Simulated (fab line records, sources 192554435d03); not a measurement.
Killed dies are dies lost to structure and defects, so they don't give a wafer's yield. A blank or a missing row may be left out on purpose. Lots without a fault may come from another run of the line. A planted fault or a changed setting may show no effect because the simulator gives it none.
Split-lot experiment | flow n5_finfet | 7 lots, 39 wafers read, on a route of 1938 steps

THE SPLIT
At N5_BEOL_M1_TRENCH_ETCH_37 (etches SiOC in C4F6/O2, target depth 55.207 nm, time 29 s), the setting target_depth_a was moved away from the recipe's 552.07 angstrom on 9 of the 39 wafers read, by -58.0% to +39.8%. The other wafers ran this setting at the recipe's value.

FROM THE SPLIT TO THE READING: what the file shows between them, 2 steps
- N5_BEOL_M1_ETCH_41: etches SiCN in CH3F/O2, target depth 31.9 nm, time 57.8 s
- N5_BEOL_M1_STRIP_97: strips in N2/H2, time 10 s

THE READING
trench_depth_nm, in nm, at N5_BEOL_M1_OCD_MEAS_38. Fault-free wafers of this fab line usually give 55.1 nm, standard deviation 0.98 nm.

wafer  | tool, chamber at the split | target_depth_a as run, angstrom | against the recipe | trench_depth_nm, nm | against lot-mates on the recipe
L076.1 | rie_diel-01, 3             | 552.07                          | recipe             | 55.5                | -
L076.2 | rie_diel-01, 0             | 552.07                          | recipe             | 55.3                | -
L076.3 | rie_diel-01, 2             | 552.07                          | recipe             | 54.1                | -
L076.4 | rie_diel-01, 1             | 552.07                          | recipe             | 54.6                | -
L076.5 | rie_diel-01, 0             | 552.07                          | recipe             | 54.6                | -
L076.6 | rie_diel-01, 1             | 552.07                          | recipe             | 55.1                | -
L078.1 | rie_diel-01, 1             | 552.07                          | recipe             | 55.2                | -
L078.2 | rie_diel-01, 3             | 771.6                           | +39.8%             | 76.7                | +22.1
L078.3 | rie_diel-01, 2             | 552.07                          | recipe             | 54.7                | -
L078.4 | rie_diel-01, 0             | 771.6                           | +39.8%             | 77.4                | +22.8
L078.5 | rie_diel-01, 3             | 771.6                           | +39.8%             | 77.7                | +23.1
L078.6 | rie_diel-01, 2             | 552.07                          | recipe             | 53.8                | -
L086.3 | rie_diel-01, 0             | 552.07                          | recipe             | 55.6                | -
L086.4 | rie_diel-01, 1             | 552.07                          | recipe             | 54.9                | -
L086.5 | rie_diel-01, 2             | 552.07                          | recipe             | 54.3                | -
L090.1 | rie_diel-06, 2             | 552.07                          | recipe             | 54.2                | -
L090.2 | rie_diel-06, 1             | 552.07                          | recipe             | 56.2                | -
L090.3 | rie_diel-06, 1             | 552.07                          | recipe             | 56.0                | -
L090.4 | rie_diel-06, 2             | 552.07                          | recipe             | 54.7                | -
L090.5 | rie_diel-06, 1             | 552.07                          | recipe             | 55.7                | -
L090.6 | rie_diel-06, 2             | 552.07                          | recipe             | 54.2                | -
L093.1 | rie_diel-06, 1             | 552.07                          | recipe             | 56.1                | -
L093.2 | rie_diel-06, 0             | 552.07                          | recipe             | 56.0                | -
L093.3 | rie_diel-06, 3             | 231.8                           | -58.0%             | 22.9                | -33.3
L093.4 | rie_diel-06, 0             | 552.07                          | recipe             | 56.5                | -
L093.5 | rie_diel-06, 3             | 231.8                           | -58.0%             | 23.3                | -32.9
L093.6 | rie_diel-06, 1             | 231.8                           | -58.0%             | 23.9                | -32.3
L095.1 | rie_diel-06, 2             | 552.07                          | recipe             | 56.4                | -
L095.2 | rie_diel-06, 0             | 552.07                          | recipe             | 56.6                | -
L095.3 | rie_diel-06, 1             | 552.07                          | recipe             | 55.7                | -
L095.4 | rie_diel-06, 3             | 552.07                          | recipe             | 55.5                | -
L095.5 | rie_diel-06, 1             | 552.07                          | recipe             | 55.8                | -
L095.6 | rie_diel-06, 2             | 552.07                          | recipe             | 56.5                | -
L097.1 | rie_diel-06, 1             | 318.2                           | -42.4%             | 32.4                | -24.6
L097.2 | rie_diel-06, 3             | 318.2                           | -42.4%             | 31.2                | -25.8
L097.3 | rie_diel-06, 0             | 552.07                          | recipe             | 56.6                | -
L097.4 | rie_diel-06, 2             | 552.07                          | recipe             | 57.8                | -
L097.5 | rie_diel-06, 0             | 318.2                           | -42.4%             | 32.7                | -24.3
L097.6 | rie_diel-06, 1             | 552.07                          | recipe             | 56.5                | -

THE FIT
A straight line over all 39 wafers: trench_depth_nm changes by +0.552 nm for each +1% of target_depth_a; r = +1.00; the points scatter about the line by 0.88 nm.
The same after taking each lot's own level away (the mean of its wafers on the recipe; 39 wafers): +0.573 nm for each +1%; r = +1.00; scatter 0.6 nm.
On that fit, the largest move of target_depth_a shifts the reading by 33 nm.
The lots' own levels span 54.57 to 56.97 nm, that is 2.4 times the standard deviation above.
So the lot-to-lot level changes the slope little: the two slopes agree.
Check: with one of the wafers moved furthest among these (-58.0%) left out of the fit, the line predicts -33.2 nm for it against its lot-mates. It came out at -33.3 nm against them.

OTHER SPLITS ON THESE WAFERS
These wafers also went through other splits before the reading. Each is held against what the fit with the lots' levels taken away leaves over:
other split on the same wafers          | wafers away from the commonest value | r with trench_depth_nm (lot level and that fit taken away)
N5_FIN_SAQP_HM_DEP_03 time_s            | 18                                   | -0.08
N5_SD_EPI_P_DESCUM_14 time_s            | 15                                   | -0.17
N5_BEOL_M0_SAQP_ETCH_107 target_depth_a | 9                                    | -0.35

THE WHOLE CHAIN: every reading that the file lists as answering this split, in the file's order
step                      | what it does                                              | reading                                                                          | change (the file's fit)                | r (the file's)
N5_BEOL_M1_TRENCH_ETCH_37 | etches SiOC in C4F6/O2, target depth 55.207 nm, time 29 s | BEOL_M1.feature_depth_nm (the simulator's own value, which no gauge read)        | +0.573 nm for each +1% of the setting  | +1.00
N5_BEOL_M1_TRENCH_ETCH_37 | etches SiOC in C4F6/O2, target depth 55.207 nm, time 29 s | etch.depth_nm (the simulator's own value, which no gauge read)                   | +0.572 nm for each +1% of the setting  | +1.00
N5_BEOL_M1_TRENCH_ETCH_37 | etches SiOC in C4F6/O2, target depth 55.207 nm, time 29 s | TiN_of_BEOL_M1_HM_DEP_02.thk_nm (the simulator's own value, which no gauge read) | -0.0216 nm for each +1% of the setting | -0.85
N5_BEOL_M1_OCD_MEAS_38    |                                                           | trench_depth_nm                                                                  | +0.573 nm for each +1% of the setting  | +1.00

THE FILE'S OWN FIT
trench_depth_nm changes by +0.573 nm for each +1% of target_depth_a, r = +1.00.
